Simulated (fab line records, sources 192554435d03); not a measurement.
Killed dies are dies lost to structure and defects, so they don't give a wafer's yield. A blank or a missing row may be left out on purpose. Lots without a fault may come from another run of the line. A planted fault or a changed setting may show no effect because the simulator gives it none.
Split-lot experiment | flow n5_finfet | 7 lots, 21 wafers read, on a route of 1938 steps

THE SPLIT
At N5_BEOL_M14_SPUTTER_43 (material TaN, target thk 15 nm, time 24.19 s), the setting power_w was moved away from the recipe's 15000 W on 5 of the 21 wafers read, by -9.2% to +17.5%. The other wafers ran this setting at the recipe's value.

The reading is taken at the split's own step.

THE READING
TaN_of_BEOL_M14_SPUTTER_43.thk_nm (the simulator's own value, which no gauge read), in nm, at N5_BEOL_M14_SPUTTER_43 (material TaN, target thk 15 nm, time 24.19 s). The file gives no usual value for it. The 16 wafers here that ran the recipe average 15.3 nm, standard deviation 0.32 nm.

wafer  | tool, chamber at the split | power_w as run, W | against the recipe | TaN_of_BEOL_M14_SPUTTER_43.thk_nm, nm | against lot-mates on the recipe
L077.1 | pvd_sputter-03, -          | 15760             | +5.1%              | 16.6                                  | +1.5
L077.2 | pvd_sputter-03, -          | 15000             | recipe             | 15                                    | -
L077.4 | pvd_sputter-03, -          | 15000             | recipe             | 15.2                                  | -
L079.2 | pvd_sputter-02, -          | 15000             | recipe             | 15                                    | -
L079.3 | pvd_sputter-02, -          | 15000             | recipe             | 15.4                                  | -
L079.4 | pvd_sputter-02, -          | 15000             | recipe             | 14.8                                  | -
L078.2 | pvd_sputter-03, -          | 15000             | recipe             | 15.6                                  | -
L078.3 | pvd_sputter-03, -          | 15000             | recipe             | 15.4                                  | -
L078.6 | pvd_sputter-03, -          | 15000             | recipe             | 15.4                                  | -
L087.1 | pvd_sputter-03, -          | 15000             | recipe             | 15.8                                  | -
L087.2 | pvd_sputter-03, -          | 15000             | recipe             | 15.8                                  | -
L087.6 | pvd_sputter-03, -          | 15000             | recipe             | 15.8                                  | -
L090.1 | pvd_sputter-03, -          | 15000             | recipe             | 15.6                                  | -
L090.5 | pvd_sputter-03, -          | 15000             | recipe             | 15.6                                  | -
L090.6 | pvd_sputter-03, -          | 15000             | recipe             | 15                                    | -
L092.1 | pvd_sputter-01, -          | 17620             | +17.5%             | 17.4                                  | +2.3
L092.5 | pvd_sputter-01, -          | 15000             | recipe             | 15.2                                  | -
L092.6 | pvd_sputter-01, -          | 15000             | recipe             | 15                                    | -
L095.3 | pvd_sputter-03, -          | 13620             | -9.2%              | 14.2                                  | no lot-mate on the recipe
L095.4 | pvd_sputter-03, -          | 13620             | -9.2%              | 13.4                                  | no lot-mate on the recipe
L095.5 | pvd_sputter-03, -          | 13620             | -9.2%              | 14                                    | no lot-mate on the recipe

THE FIT
A straight line over all 21 wafers: TaN_of_BEOL_M14_SPUTTER_43.thk_nm changes by +0.142 nm for each +1% of power_w; r = +0.91; the points scatter about the line by 0.37 nm.
The same after taking each lot's own level away (the mean of its wafers on the recipe; 18 wafers): +0.142 nm for each +1%; r = +0.92; scatter 0.26 nm.
On that fit, the largest move of power_w shifts the reading by 2.5 nm.
The lots' own levels span 15.07 to 15.80 nm, that is 2.3 times the standard deviation above.
So the lot-to-lot level changes the slope little: the two slopes agree.
Check: with one of the wafers moved furthest among these (+17.5%) left out of the fit, the line predicts +5.17 nm for it against its lot-mates. It came out at +2.3 nm against them.

OTHER SPLITS ON THESE WAFERS
These wafers also went through other splits before the reading. Each is held against what the fit with the lots' levels taken away leaves over:
other split on the same wafers | wafers away from the commonest value | r with TaN_of_BEOL_M14_SPUTTER_43.thk_nm (lot level and that fit taken away)
N5_BEOL_M13_EXPOSE_25 dose_mj  | 10                                   | -0.03

THE FILE'S OWN FIT
TaN_of_BEOL_M14_SPUTTER_43.thk_nm changes by +0.144 nm for each +1% of power_w, r = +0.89.
